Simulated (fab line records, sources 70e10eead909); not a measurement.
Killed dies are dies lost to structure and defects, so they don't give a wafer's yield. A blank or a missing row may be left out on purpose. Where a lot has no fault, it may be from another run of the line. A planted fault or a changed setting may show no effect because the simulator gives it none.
One fault through the eyes of 2 desks	flow nand-harc	each desk holds nothing but its own numbers, with what lay behind them at the end

== METROLOGY DESK ==
Lot by lot, what the gauges showed, no matter which tool ran the lot: averages of those sampled wafers that carry a number. If a lot's mean is further than 4 standard deviations from the usual mean, the lot is out of limits and carries the mark OUT (the distance appears in the brackets).
Columns: A = cd-nm at NHARC_THIN_TSV_CD_MEAS_12, usual 1000.8 nm; B = cd-nm at NHARC_THIN_TSV_CD_MEAS_37, usual 5001.4 nm
lot	first seen here	A	B
L519	day 24 14:22	1000.5	4998.4
L522	day 24 17:24	1002.8	5004.1
L521	day 24 18:37	1000.8	5000.5
L524	day 25 06:38	999.8	5002.2
L526	day 27 03:43	999.9	5002.9
L527	day 27 09:35	999.7	5001.3
L528	day 27 15:46	1003.7	5005.5
L529	day 28 15:40	1011.2 (+5.8) OUT	5012.6 (+4.3) OUT
L531	day 28 16:59	1002.3	5003.2
L532	day 29 14:17	1001.5	4998.3
L533	day 30 14:14	1009.9 (+5.1) OUT	5008.6
L535	day 30 15:25	998.5	5001.3
L539	day 31 11:32	999.2	4999.0
L541	day 33 16:40	1001.5	5002.3
This desk finds L529, L533 out of limits, L529 being first, at day 28 15:40 (cd-nm at NHARC_THIN_TSV_CD_MEAS_12). L519, L522, L521, L524, L526, L527, L528, L531, L532, L535, L539, L541 stayed within limits.

== DESK OF THE TOOL OWNER: krf-scanner-04 ==
The tool's own readings at NHARC_THIN_TSV_EXPOSE_09 (exposes mask TSV): means of the sampled wafers that have a number, for each lot that ran on this tool. If a lot's mean is further than 4 standard deviations from the usual mean, the lot is out of limits and carries the mark OUT (the distance appears in the brackets).
Columns: A = exposure-dose-mJ-cm2 at NHARC_THIN_TSV_EXPOSE_09, usual 30.77; B = focus-offset-nm at NHARC_THIN_TSV_EXPOSE_09, usual 0.0 nm
lot	first seen here	A	B
L521	day 24 18:28	30.68	0.2
L524	day 25 06:29	30.69	0.6
L527	day 27 09:26	30.70	0.9
L528	day 27 15:37	30.69	-0.7
L529	day 28 15:31	42.13 (+99 or more) OUT	0.3
L533	day 30 14:04	39.12 (+76) OUT	0.3
This desk finds L529, L533 out of limits, L529 being first, at day 28 15:31 (exposure-dose-mJ-cm2 at NHARC_THIN_TSV_EXPOSE_09). L521, L524, L527, L528 stayed within limits.

== TAKEN TOGETHER ==
An alarm could have come from the tool owner's desk at day 28 15:31, on L529, L533.
On L529, L533, the metrology desk was in a position to raise an alarm at day 28 15:40.
NHARC_THIN_TSV_EXPOSE_09 was run on krf-scanner-04 by each of the lots named.

== WHAT HAD BEEN PUT IN BY THE SIMULATOR ==
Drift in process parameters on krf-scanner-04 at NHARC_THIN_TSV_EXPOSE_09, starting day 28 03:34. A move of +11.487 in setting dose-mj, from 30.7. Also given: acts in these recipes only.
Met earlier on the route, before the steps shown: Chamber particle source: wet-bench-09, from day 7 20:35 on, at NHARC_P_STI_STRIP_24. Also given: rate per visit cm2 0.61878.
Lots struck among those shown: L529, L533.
Delay (hours) between the fault's onset and each desk's first out-of-limits reading: 12 at the tool owner's desk, 12 at the metrology desk.
